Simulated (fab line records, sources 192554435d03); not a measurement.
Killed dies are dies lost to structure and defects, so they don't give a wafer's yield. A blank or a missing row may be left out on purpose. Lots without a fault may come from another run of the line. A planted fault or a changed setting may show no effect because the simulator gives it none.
fab line records | flow n5_finfet
record lots=7 wafers=21
route steps=1938 shown BEOL_M10@1477 BEOL_M11@1541 BEOL_M12@1605 BEOL_M14@1753 BEOL_M15@1808
start_h: hours from the record's first day to the start of the lot's first wafer shown | wait_h: hours since the lot's step before | " the same as in the row above | L1.1+2: a row that stands for several wafers | - no value, or no start given | * or withheld: withheld | < > ~ a bound
route shown NAME@n: a module of which the file shows steps, and the number in the route of the first | usual: mean/standard deviation of fault-free wafers | same: alike in all rows | chamber/n: place in a boat | sites: the reading at each site | _std_site: their standard deviation | _edge_site: outer sites' mean less inner sites' | radius_mm: how far each site lies from the wafer's centre | mask NAME#n: copy n | behind: the tool/chamber that last shaped the wafer | hold: why the lot was held/for how many hours/how that ended | device: the transistor (n, p or np) that didn't switch | end of line: the same wafers' tests at the end of the route | a step without rows: its recipe alone | killed: dies lost to structure and defects at the first sort, not the wafer's yield | map: a wafer's dies, x killed, . not, _ none there
set.NAME: the setting as run; set.NAME@STEP: as run at that earlier step | model.NAME: the simulator's own value behind a step, which no gauge read
lots whose settings were changed on purpose; a table a step, a row a wafer
## steps
# step N5_BEOL_M10_COAT_05
# recipe resist=CAR-ArF spin_rpm=1500 resist_thk_nm=90
# columns lot.wafer tool chamber start_h wait_h set.spin_rpm model.CAR-ArF_of_BEOL_M10_COAT_05.thk_nm
L075.1 litho_track-01 0 - - 1357 94.6
L075.2 " 0 " " 1500 89.6
L075.3 " 0 " " 1500 89.8
L081.1 litho_track-01 0 - - 1558 88.4
L081.2 " 0 " " 1500 90.2
L081.5 " 0 " " 1558 88.2
L082.1 litho_track-03 0 - - 1500 90
L082.2+5 " 0 " " 1500 89.8
L084.3 litho_track-05 0 - - 1500 90.6
L084.5+6 " 0 " " 1626 87
L094.3 litho_track-03 0 - - 1500 90.2
L094.4 " 0 " " 1351 94.8
L094.5 " 0 " " 1500 89.8
L096.2 litho_track-05 0 - - 1500 89.6
L096.3 " 0 " " 1500 89.8
L096.4 " 0 " " 1500 90
L097.3 litho_track-05 0 - - 1500 90.2
L097.5 " 0 " " 1390 93.4
L097.6 " 0 " " 1500 90
# step N5_BEOL_M10_EBR_07
# recipe solvent=PGMEA ebr_width_mm=1.5
# step N5_BEOL_M10_SOFTBAKE_06
# recipe temp_c=110 time_s=60 resist=CAR-ArF
# step N5_BEOL_M10_DESCUM_16
# recipe chemistry=O2 time_s=7.9 source_power_w=50 bias_power_w=20 pressure_mtorr=20 rf_frequency_hz=2.712e+07 temp_c=40 resist=CAR-ArF o2_flow_sccm=225
# columns lot.wafer tool chamber start_h wait_h set.spin_rpm@BEOL_M10_COAT_05 model.CAR-ArF_of_BEOL_M10_COAT_05.thk_nm
L075.1 rie_diel-05 1 221.74 0.1 1357 88
L075.2 " 3 " " 1500 83
L075.3 " 2 " " 1500 83.4
L081.1 rie_diel-05 3 253.35 0.0 1558 81.8
L081.2 " 0 " " 1500 83.6
L081.5 " 0 " " 1558 81.6
L082.1+5 rie_diel-03 1,3 253.77 0.0 1500 83.4
L082.2 " 3 " " 1500 83.2
L084.3 rie_diel-03 0 272.80 0.0 1500 84
L084.5+6 " 2,0 " " 1626 80.4
L094.3 rie_diel-03 3 371.78 0.0 1500 83.6
L094.4 " 0 " " 1351 88.4
L094.5 " 1 " " 1500 83.2
L096.2+3 rie_diel-03 3,2 372.58 0.0 1500 83.2
L096.4 " 1 " " 1500 83.4
L097.3 rie_diel-01 3 393.28 0.0 1500 83.6
L097.5 " 2 " " 1390 87
L097.6 " 3 " " 1500 83.4
# step N5_BEOL_M10_ETCH_61
# recipe chemistry=CF4 target=SiARC target_depth_a=390 mask_material=CAR-ArF time_s=65 ion_energy_ev=80 pressure_mtorr=40 source_w=545 bias_w=36 Ar_flow_sccm=100 cf4_flow_sccm=100 ends=cleared
# columns lot.wafer tool chamber start_h wait_h set.spin_rpm@BEOL_M10_COAT_60 model.etch.depth_nm
L075.1 rie_diel-05 1 221.78 0.0 1500 29.82
L075.2 " 3 " " 1500 29.96
L075.3 " 2 " " 1500 29.87
L081.1 rie_diel-05 3 253.38 0.0 1500 30.07
L081.2 " 0 " " 1500 30.05
L081.5 " 0 " " 1500 30
L082.1 rie_diel-03 1 253.81 0.0 1558 29.49
L082.2 " 3 " " 1558 29.52
L082.5 " 3 " " 1500 30.1
L084.3 rie_diel-03 0 272.83 0.0 1650 28.62
L084.5 " 2 " " 1650 28.56
L084.6 " 0 " " 1650 28.68
L094.3 rie_diel-03 3 371.81 0.0 1500 30.09
L094.4 " 0 " " 1500 30.03
L094.5 " 1 " " 1500 30.07
L096.2 rie_diel-03 3 372.61 0.0 1500 30.09
L096.3 " 2 " " 1500 29.86
L096.4 " 1 " " 1500 29.94
L097.3+6 rie_diel-01 3 393.32 0.0 1500 30.02
L097.5 " 2 " " 1411 31.04
# step N5_BEOL_M11_COAT_59
# recipe resist=SOC temp_c=250 time_s=60 spin_rpm=1500 resist_thk_nm=100
# columns lot.wafer tool chamber start_h wait_h set.spin_rpm model.SOC_of_BEOL_M11_COAT_59.thk_nm
L075.1+3 litho_track-04 0 228.43 0.1 1500 100.6
L075.2 " 0 " " 1575 98.4
L081.1 litho_track-04 0 259.60 0.1 1550 98.4
L081.2 " 0 " " 1500 99.8
L081.5 " 0 " " 1500 100
L082.1+2 litho_track-01 0 264.63 0.1 1500 100.2
L082.5 " 0 " " 1407 103.4
L084.3 litho_track-04 0 280.37 0.1 1589 97.4
L084.5 " 0 " " 1500 100
L084.6 " 0 " " 1589 97.2
L094.3+5 litho_track-02 0 384.77 0.1 1443 101.4
L094.4 " 0 " " 1500 99.6
L096.2+3+4 litho_track-04 0 385.03 0.1 1500 99.8
L097.3 litho_track-02 0 405.75 0.1 1500 100.2
L097.5 " 0 " " 1500 100
L097.6 " 0 " " 1581 97.6
# step N5_BEOL_M11_COAT_05
# recipe resist=CAR-ArF spin_rpm=1500 resist_thk_nm=90
# columns lot.wafer tool chamber start_h wait_h set.spin_rpm model.CAR-ArF_of_BEOL_M11_COAT_05.thk_nm
L075.1 litho_track-04 0 - - 1402 93
L075.2 " 0 " " 1500 90
L075.3 " 0 " " 1402 93.2
L081.1 litho_track-04 0 - - 1393 93.8
L081.2 " 0 " " 1500 90
L081.5 " 0 " " 1500 90.4
L082.1 litho_track-01 0 - - 1500 90
L082.2 " 0 " " 1438 91.4
L082.5 " 0 " " 1500 89.8
L084.3+6 litho_track-04 0 - - 1500 90
L084.5 " 0 " " 1388 93.2
L094.3+5 litho_track-02 0 - - 1500 89.8
L094.4 " 0 " " 1500 90.2
L096.2+4 litho_track-04 0 - - 1500 90.6
L096.3 " 0 " " 1500 90.2
L097.3 litho_track-02 0 - - 1500 90.4
L097.5+6 " 0 " " 1500 90.2
# step N5_BEOL_M11_EBR_07
# recipe solvent=PGMEA ebr_width_mm=1.5
# step N5_BEOL_M11_SOFTBAKE_06
# recipe temp_c=110 time_s=60 resist=CAR-ArF
# step N5_BEOL_M11_DESCUM_16
# recipe chemistry=O2 time_s=7.9 source_power_w=50 bias_power_w=20 pressure_mtorr=20 rf_frequency_hz=2.712e+07 temp_c=40 resist=CAR-ArF o2_flow_sccm=225
# columns lot.wafer tool chamber start_h wait_h set.spin_rpm@BEOL_M11_COAT_05 model.CAR-ArF_of_BEOL_M11_COAT_05.thk_nm
L075.1+3 rie_diel-02 1,3 228.89 0.2 1402 86.6
L075.2 " 2 " " 1500 83.6
L081.1 rie_diel-02 2 259.93 0.0 1393 87.2
L081.2 " 0 " " 1500 83.4
L081.5 " 0 " " 1500 83.8
L082.1 rie_diel-06 1 264.96 0.0 1500 83.4
L082.2 " 2 " " 1438 85
L082.5 " 0 " " 1500 83.2
L084.3 rie_diel-02 1 280.83 0.0 1500 83.4
L084.5 " 1 " " 1388 86.6
L084.6 " 2 " " 1500 83.6
L094.3+5 rie_diel-06 1,0 385.23 0.0 1500 83.2
L094.4 " 2 " " 1500 83.6
L096.2+4 rie_diel-02 0,2 385.49 0.0 1500 84
L096.3 " 1 " " 1500 83.6
L097.3 rie_diel-06 2 406.29 0.1 1500 83.8
L097.5+6 " 0,3 " " 1500 83.6
# step N5_BEOL_M11_ETCH_61
# recipe chemistry=CF4 target=SiARC target_depth_a=390 mask_material=CAR-ArF time_s=65 ion_energy_ev=80 pressure_mtorr=40 source_w=545 bias_w=36 Ar_flow_sccm=100 cf4_flow_sccm=100 ends=cleared
# step N5_BEOL_M11_ETCH_62
# recipe chemistry=N2/H2 target=SOC target_depth_a=1100 overetch_a=220 mask_material=SiARC temp_c=40 time_s=165 ion_energy_ev=200 pressure_mtorr=30 source_w=840 bias_w=150 n2_flow_sccm=200 h2_flow_sccm=200
# columns lot.wafer tool chamber start_h wait_h set.spin_rpm@BEOL_M11_COAT_59 model.etch.depth_nm
L075.1+3 rie_diel-02 1,3 228.97 0.0 1500 100.6
L075.2 " 2 " " 1575 98.32
L081.1 rie_diel-02 2 260.02 0.0 1550 98.42
L081.2 " 0 " " 1500 99.89
L081.5 " 0 " " 1500 100.1
L082.1 rie_diel-06 1 265.05 0.0 1500 100.3
L082.2 " 2 " " 1500 100.2
L082.5 " 0 " " 1407 103.5
L084.3 rie_diel-02 1 280.92 0.0 1589 97.3
L084.5 " 1 " " 1500 100.1
L084.6 " 2 " " 1589 97.22
L094.3+5 rie_diel-06 1,0 385.31 0.0 1443 101.4
L094.4 " 2 " " 1500 99.66
L096.2 rie_diel-02 0 385.57 0.0 1500 99.84
L096.3 " 1 " " 1500 99.87
L096.4 " 2 " " 1500 99.86
L097.3 rie_diel-06 2 406.37 0.0 1500 100.2
L097.5 " 0 " " 1500 100.1
L097.6 " 3 " " 1581 97.58
# step N5_BEOL_M11_STRIP_68
# recipe chemistry=N2/H2 temp_c=40 n2_flow_sccm=200 h2_flow_sccm=200 rf_frequency_hz=6e+07
# step N5_BEOL_M11_STRIP_67
# recipe chemistry=CF4 resist=SiARC power_w=300 bias_power_w=75 pressure_mtorr=50 cf4_flow_sccm=150 rf_frequency_hz=6e+07
# step N5_BEOL_M11_HM_OPEN_17
# recipe chemistry=Cl2/BCl3 target_depth_a=200 overetch_a=60 target=TiN mask_material=SOC ion_energy_ev=150 pressure_mtorr=10 icp_w=1000 bias_w=126 Cl2_flow_sccm=53.25 bcl3_flow_sccm=21.75 Ar_flow_sccm=25
# columns lot.wafer tool chamber start_h wait_h set.spin_rpm@BEOL_M11_COAT_59 model.SOC_of_BEOL_M11_COAT_59.thk_nm
L075.1+3 rie_metal-01 1 229.16 0.0 1500 92.8
L075.2 " 0 " " 1575 90.6
L081.1 rie_metal-03 1 260.21 0.0 1550 90.4
L081.2+5 " 0,1 " " 1500 92
L082.1+2 rie_metal-02 0,1 265.23 0.0 1500 92.4
L082.5 " 1 " " 1407 95.6
L084.3 rie_metal-01 1 281.13 0.1 1589 89.4
L084.5 " 0 " " 1500 92.2
L084.6 " 1 " " 1589 89.2
L094.3 rie_metal-01 1 385.54 0.1 1443 93.4
L094.4 " 0 " " 1500 91.8
L094.5 " 0 " " 1443 93.6
L096.2+3 rie_metal-02 1 385.76 0.0 1500 91.8
L096.4 " 0 " " 1500 92
L097.3+5 rie_metal-03 0 406.61 0.1 1500 92.2
L097.6 " 1 " " 1581 89.4
# step N5_BEOL_M12_COAT_04
# recipe spin_rpm=1625 resist_thk_nm=400
# columns lot.wafer tool chamber start_h wait_h set.spin_rpm model.coat_of_BEOL_M12_COAT_04.thk_nm
L075.1 litho_track-04 0 - - 1575 406.6
L075.2 " 0 " " 1625 399.2
L075.3 " 0 " " 1625 400
L081.1 litho_track-05 0 - - 1625 399
L081.2 " 0 " " 1625 398
L081.5 " 0 " " 1540 409.6
L082.1 litho_track-04 0 - - 1625 399.2
L082.2 " 0 " " 1774 382.4
L082.5 " 0 " " 1625 401
L084.3 litho_track-03 0 - - 1625 398.4
L084.5 " 0 " " 1681 391.2
L084.6 " 0 " " 1681 391.8
L094.3+4 litho_track-05 0 - - 1625 399.8
L094.5 " 0 " " 1625 400.2
L096.2 litho_track-05 0 - - 1625 400.6
L096.3 " 0 " " 1625 400.4
L096.4 " 0 " " 1625 401.4
L097.3 litho_track-04 0 - - 1748 389.2
L097.5 " 0 " " 1625 403.8
L097.6 " 0 " " 1625 402.8
# step N5_BEOL_M12_DESCUM_15
# recipe chemistry=O2 time_s=7.9 source_power_w=50 bias_power_w=20 pressure_mtorr=20 rf_frequency_hz=2.712e+07 temp_c=40 o2_flow_sccm=225
# columns lot.wafer tool chamber start_h wait_h set.time_s
L075.1+2 rie_diel-03 1,2 235.59 0.6 7.9
L075.3 " 0 " " 6.248
L081.1+2+5 rie_diel-05 3,2,3 267.61 0.0 7.9
L082.1+2+5 rie_diel-05 1,0,2 270.38 0.0 7.9
L084.3+5 rie_diel-01 0,3 286.83 0.0 9.14
L084.6 " 2 " " 7.9
L094.3 rie_diel-03 2 391.58 0.0 9.529
L094.4+5 " 0,1 " " 7.9
L096.2+3+4 rie_diel-05 3,1,1 393.18 0.2 7.9
L097.3 rie_diel-05 2 416.02 0.1 9.486
L097.5+6 " 1,2 " " 7.9
# step N5_BEOL_M12_ETCH_59
# recipe chemistry=N2/H2 target=BARC target_depth_a=890 overetch_a=267 time_s=67.9 ion_energy_ev=200 pressure_mtorr=30 source_w=840 bias_w=150 n2_flow_sccm=200 h2_flow_sccm=200
# columns lot.wafer tool chamber start_h wait_h set.spin_rpm@BEOL_M12_COAT_04 model.coat_of_BEOL_M12_COAT_04.thk_nm
L075.1 rie_diel-03 1 235.63 0.0 1575 324.2
L075.2 " 2 " " 1625 315.8
L075.3 " 0 " " 1625 320.8
L081.1 rie_diel-05 3 267.64 0.0 1625 316.6
L081.2 " 2 " " 1625 317.2
L081.5 " 3 " " 1540 327
L082.1 rie_diel-05 1 270.41 0.0 1625 316.2
L082.2 " 0 " " 1774 297.4
L082.5 " 2 " " 1625 319.6
L084.3 rie_diel-01 0 286.87 0.0 1625 317.8
L084.5 " 3 " " 1681 309
L084.6 " 2 " " 1681 310.4
L094.3 rie_diel-03 2 391.62 0.0 1625 317.2
L094.4 " 0 " " 1625 317.6
L094.5 " 1 " " 1625 319.2
L096.2 rie_diel-05 3 393.21 0.0 1625 316.2
L096.3 " 1 " " 1625 318.4
L096.4 " 1 " " 1625 319.2
L097.3 rie_diel-05 2 416.06 0.0 1748 305.8
L097.5 " 1 " " 1625 322
L097.6 " 2 " " 1625 319.8
# step N5_BEOL_M12_VIA_ETCH_16
# recipe chemistry=C4F8/O2/Ar target=SiOC pressure_mtorr=30 source_w=3000 bias_w=700 Ar_flow_sccm=400 C4F8_flow_sccm=15 O2_flow_sccm=8 he_inner_torr=15 he_outer_torr=30 target_depth_a=7248 time_s=withheld ion_energy_ev=250 ends=cleared
# columns lot.wafer tool chamber start_h wait_h set.spin_rpm@BEOL_M12_COAT_04 model.coat_of_BEOL_M12_COAT_04.thk_nm
L075.1 rie_diel-03 1 235.68 0.0 1575 128.4
L075.2 " 2 " " 1625 123
L075.3 " 0 " " 1625 123.2
L081.1 rie_diel-05 3 267.70 0.0 1625 125.4
L081.2 " 2 " " 1625 124.4
L081.5 " 3 " " 1540 136.4
L082.1 rie_diel-05 1 270.47 0.0 1625 125.4
L082.2 " 0 " " 1774 108
L082.5 " 2 " " 1625 126.6
L084.3 rie_diel-01 0 286.92 0.0 1625 125.8
L084.5 " 3 " " 1681 113
L084.6 " 2 " " 1681 116.4
L094.3 rie_diel-03 2 391.67 0.0 1625 126
L094.4 " 0 " " 1625 119.4
L094.5 " 1 " " 1625 120
L096.2 rie_diel-05 3 393.26 0.0 1625 124.4
L096.3 " 1 " " 1625 123.8
L096.4 " 1 " " 1625 121.4
L097.3 rie_diel-05 2 416.11 0.0 1748 111.8
L097.5 " 1 " " 1625 123.6
L097.6 " 2 " " 1625 124.2
# step N5_BEOL_M12_STRIP_63
# recipe chemistry=N2/H2 power_w=1000 temp_c=250 h2_frac=0.65 overash_fraction=0.3 pressure_mtorr=1000 n2_flow_sccm=1750 h2_flow_sccm=3250
# usual strip_time_to_endpoint_s=42.9/0.8
# columns lot.wafer tool chamber start_h wait_h set.spin_rpm@BEOL_M12_COAT_04 strip_time_to_endpoint_s
L075.1 plasma_asher-02 1 235.88 - 1575 43.9
L075.2 " 0 " " 1625 42.5
L075.3 " 0 " " 1625 42.5
L081.1 plasma_asher-02 1 267.90 - 1625 43.1
L081.2 " 0 " " 1625 42.9
L081.5 " 1 " " 1540 46.1
L082.1 plasma_asher-02 1 270.67 - 1625 43.1
L082.2 " 0 " " 1774 38.4
L082.5 " 0 " " 1625 43.5
L084.3 plasma_asher-01 0 287.14 - 1625 43.2
L084.5 " 1 " " 1681 39.8
L084.6 " 0 " " 1681 40.7
L094.3 plasma_asher-01 0 391.89 - 1625 43.3
L094.4 " 1 " " 1625 41.5
L094.5 " 0 " " 1625 41.7
L096.2 plasma_asher-01 0 393.46 - 1625 42.9
L096.3 " 0 " " 1625 42.7
L096.4 " 1 " " 1625 42.1
L097.3 plasma_asher-02 1 416.33 - 1748 39.4
L097.5 " 1 " " 1625 42.7
L097.6 " 0 " " 1625 42.8
# step N5_BEOL_M14_TRENCH_ETCH_34
# recipe chemistry=C4F8/O2/Ar target=SiO2 target_depth_a=5566.5 mask_material=SOC he_inner_torr=15 he_outer_torr=30 time_s=126.9 ion_energy_ev=800 pressure_mtorr=20 source_w=1905 bias_w=2040 Ar_flow_sccm=400 C4F8_flow_sccm=16 O2_flow_sccm=12
# usual rf_vpp_V=2217/34
# columns lot.wafer tool chamber start_h wait_h set.bias_w rf_vpp_V
L075.1 rie_diel-03 3 246.34 0.0 2040 2221
L075.2 " 0 " " 2040 2242
L075.3 " 2 " " 2040 2209
L081.1 rie_diel-01 1 277.47 0.0 2248 2432
L081.2 " 0 " " 2040 2248
L081.5 " 3 " " 2248 2346
L082.1 rie_diel-03 3 283.34 0.0 2040 2220
L082.2 " 1 " " 2040 2203
L082.5 " 1 " " 2040 2205
L084.3 rie_diel-03 0 298.32 0.0 2040 2241
L084.5 " 2 " " 2040 2207
L084.6 " 1 " " 2040 2203
L094.3 rie_diel-01 0 404.16 0.0 2186 2357
L094.4 " 1 " " 2040 2274
L094.5 " 3 " " 2040 2191
L096.2 rie_diel-05 1 410.52 0.0 2040 2174
L096.3 " 2 " " 2040 2264
L096.4 " 3 " " 2040 2184
L097.3 rie_diel-03 2 436.32 0.0 2040 2205
L097.5 " 3 " " 1700 1982
L097.6 " 0 " " 1700 1968
# step N5_BEOL_M14_SPUTTER_43
# recipe material=TaN target_thk_a=150 temp_c=50 bias_v=168.6 power_w=15000 chamber_pressure_pa=0.12 time_s=24.19
# columns lot.wafer tool chamber start_h wait_h set.power_w model.TaN_of_BEOL_M14_SPUTTER_43.thk_nm
L075.1 pvd_sputter-01 - 250.01 0.0 13340 13.2
L075.2+3 " - " " 15000 14.8
L081.1 pvd_sputter-01 - 279.42 0.0 15000 15.2
L081.2+5 " - " " 15000 15
L082.1+2+5 pvd_sputter-03 - 285.35 0.0 14090 14.2
L084.3 pvd_sputter-03 - 299.37 0.0 16600 16.8
L084.5 " - " " 16600 16.6
L084.6 " - " " 15000 15.2
L094.3+5 pvd_sputter-01 - 406.63 0.0 15000 15
L094.4 " - " " 13110 13
L096.2+3+4 pvd_sputter-03 - 411.34 0.0 15000 15.2
L097.3 pvd_sputter-02 - 438.80 0.0 15000 14.6
L097.5+6 " - " " 15000 14.8
# step N5_BEOL_M15_ETCH_61
# recipe chemistry=N2/H2 target=BARC target_depth_a=890 overetch_a=267 time_s=67.9 ion_energy_ev=200 pressure_mtorr=30 source_w=840 bias_w=150 n2_flow_sccm=200 h2_flow_sccm=200
# columns lot.wafer tool chamber start_h wait_h set.time_s model.coat_of_BEOL_M15_COAT_22.thk_nm
L075.1 rie_diel-04 1 253.52 0.0 67.9 713
L075.2 " 2 " " 67.9 717.2
L075.3 " 0 " " 67.9 710.4
L081.1 rie_diel-06 3 283.31 0.0 67.9 706.4
L081.2 " 0 " " 67.9 707.2
L081.5 " 3 " " 55.92 718.2
L082.1 rie_diel-04 2 289.14 0.0 81.78 700
L082.2 " 1 " " 81.78 697.4
L082.5 " 3 " " 67.9 713.6
L084.3 rie_diel-02 1 302.92 0.0 67.9 718
L084.5 " 1 " " 67.9 718.2
L084.6 " 0 " " 67.9 721.6
L094.3 rie_diel-02 0 410.87 0.0 62.62 722.6
L094.4 " 3 " " 62.62 723
L094.5 " 0 " " 67.9 717.4
L096.2 rie_diel-06 3 416.14 0.0 67.9 710.8
L096.3 " 1 " " 67.9 714.4
L096.4 " 2 " " 67.9 716.8
L097.3 rie_diel-04 0 442.32 0.0 67.9 720.8
L097.5 " 2 " " 67.9 721.2
L097.6 " 3 " " 67.9 719.8
# step N5_BEOL_M15_TRENCH_ETCH_34
# recipe chemistry=C4F8/O2/Ar target=SiO2 target_depth_a=8729.3 he_inner_torr=15 he_outer_torr=30 time_s=199 ion_energy_ev=800 pressure_mtorr=20 source_w=1905 bias_w=2040 Ar_flow_sccm=400 C4F8_flow_sccm=16 O2_flow_sccm=12
# usual rf_vpp_V=2220/32
# columns lot.wafer tool chamber start_h wait_h set.bias_w rf_vpp_V
L075.1 rie_diel-04 1 253.57 0.0 2181 2331
L075.2 " 2 " " 2040 2295
L075.3 " 0 " " 2040 2202
L081.1 rie_diel-06 3 283.36 0.0 2040 2212
L081.2 " 0 " " 2040 2192
L081.5 " 3 " " 2040 2212
L082.1 rie_diel-04 2 289.19 0.0 2040 2294
L082.2 " 1 " " 2040 2226
L082.5 " 3 " " 1740 1950
L084.3 rie_diel-02 1 302.97 0.0 2040 2202
L084.5 " 1 " " 1928 2115
L084.6 " 0 " " 2040 2205
L094.3 rie_diel-02 0 410.92 0.0 2404 2468
L094.4 " 3 " " 2040 2240
L094.5 " 0 " " 2040 2203
L096.2 rie_diel-06 3 416.19 0.0 2040 2211
L096.3 " 1 " " 2040 2205
L096.4 " 2 " " 2040 2237
L097.3 rie_diel-04 0 442.37 0.0 2040 2200
L097.5 " 2 " " 2383 2548
L097.6 " 3 " " 2040 2182
## key
split step=N5_BEOL_M10_COAT_05 setting=spin_rpm stated=1500 by=wafer
response step=N5_BEOL_M10_COAT_05 reading=model.CAR-ArF_of_BEOL_M10_COAT_05.thk_nm change=-0.475 per=1% r=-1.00
response step=N5_BEOL_M10_DESCUM_16 reading=model.CAR-ArF_of_BEOL_M10_COAT_05.thk_nm change=-0.483 per=1% r=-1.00
split step=N5_BEOL_M11_COAT_59 setting=spin_rpm stated=1500 by=wafer
response step=N5_BEOL_M11_COAT_59 reading=model.SOC_of_BEOL_M11_COAT_59.thk_nm change=-0.471 per=1% r=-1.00
response step=N5_BEOL_M11_ETCH_62 reading=model.etch.depth_nm change=-0.481 per=1% r=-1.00
response step=N5_BEOL_M11_HM_OPEN_17 reading=model.SOC_of_BEOL_M11_COAT_59.thk_nm change=-0.489 per=1% r=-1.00
split step=N5_BEOL_M11_COAT_05 setting=spin_rpm stated=1500 by=wafer
response step=N5_BEOL_M11_COAT_05 reading=model.CAR-ArF_of_BEOL_M11_COAT_05.thk_nm change=-0.457 per=1% r=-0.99
response step=N5_BEOL_M11_DESCUM_16 reading=model.CAR-ArF_of_BEOL_M11_COAT_05.thk_nm change=-0.453 per=1% r=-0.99
split step=N5_BEOL_M12_COAT_04 setting=spin_rpm stated=1625 by=wafer
response step=N5_BEOL_M12_COAT_04 reading=model.coat_of_BEOL_M12_COAT_04.thk_nm change=-1.96 per=1% r=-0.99
response step=N5_BEOL_M12_ETCH_59 reading=model.coat_of_BEOL_M12_COAT_04.thk_nm change=-2.11 per=1% r=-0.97
response step=N5_BEOL_M12_VIA_ETCH_16 reading=model.coat_of_BEOL_M12_COAT_04.thk_nm change=-1.95 per=1% r=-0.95
response step=N5_BEOL_M12_STRIP_63 reading=strip_time_to_endpoint_s change=* per=1% r=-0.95
split step=N5_BEOL_M12_DESCUM_15 setting=time_s stated=7.9 by=wafer
response none clear
split step=N5_BEOL_M14_TRENCH_ETCH_34 setting=bias_w stated=2040 by=wafer
response step=N5_BEOL_M14_TRENCH_ETCH_34 reading=rf_vpp_V change=+14.2 per=1% r=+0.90
split step=N5_BEOL_M14_SPUTTER_43 setting=power_w stated=15000 by=wafer
response step=N5_BEOL_M14_SPUTTER_43 reading=model.TaN_of_BEOL_M14_SPUTTER_43.thk_nm change=+0.149 per=1% r=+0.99
split step=N5_BEOL_M15_ETCH_61 setting=time_s stated=67.9 by=wafer
response step=N5_BEOL_M15_ETCH_61 reading=model.coat_of_BEOL_M15_COAT_22.thk_nm change=-0.694 per=1% r=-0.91
split step=N5_BEOL_M15_TRENCH_ETCH_34 setting=bias_w stated=2040 by=wafer
response step=N5_BEOL_M15_TRENCH_ETCH_34 reading=rf_vpp_V change=+17.9 per=1% r=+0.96
split outside_this_file step=N5_BEOL_M10_COAT_60 setting=spin_rpm
# split outside_this_file: this setting was split too, and the file shows its column; the key of that split is in another file
